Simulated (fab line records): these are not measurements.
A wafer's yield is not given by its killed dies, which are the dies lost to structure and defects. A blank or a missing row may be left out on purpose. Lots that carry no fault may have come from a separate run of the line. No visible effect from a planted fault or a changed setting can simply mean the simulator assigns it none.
Chamber matching | flow nand-harc | NHARC_P_STI_ETCH_42 on rie-diel-12: 3 sister chambers
The step etches the open film in N2/H2, target depth 80 nm, overetch 24 nm, time 61 s. 3 wafers are shown with their chamber, then 5 later ones without.

WAFERS WITH THEIR CHAMBER
wafer  | chamber | showerhead-plenum-p-Torr (Torr)
L337.2 | 3       | 2.05
L344.3 | 0       | 1.93
L344.4 | 2       | 2.14

WAFERS WITH NO CHAMBER GIVEN
wafer  | showerhead-plenum-p-Torr (Torr)
L344.6 | 2.04
L349.2 | 1.93
L349.5 | 2.14
L352.1 | 1.93
L352.4 | 2.04

EACH ONE'S CHAMBER
wafer  | from the rows above | in truth
L344.6 | 3                   | 3
L349.2 | 0                   | 0
L349.5 | 2                   | 2
L352.1 | 0                   | 0
L352.4 | 3                   | 3
Correct placement for 5 of the 5. Not placeable from these rows: 0. Wrongly placed: 0.
How it was worked out, from the rows above alone: a wafer's distance from a chamber is the root of the sum, over the readings, of the square of ((its reading less the chamber's mean) divided by the reading's scatter). The wafer belongs to the nearest chamber; if the next one is less than 2 further off, it can't be placed. Each chamber's mean is taken over the wafers shown for it. The scatter: root of mean squared gap, hidden wafer to nearest shown wafer, with one shown wafer a chamber.
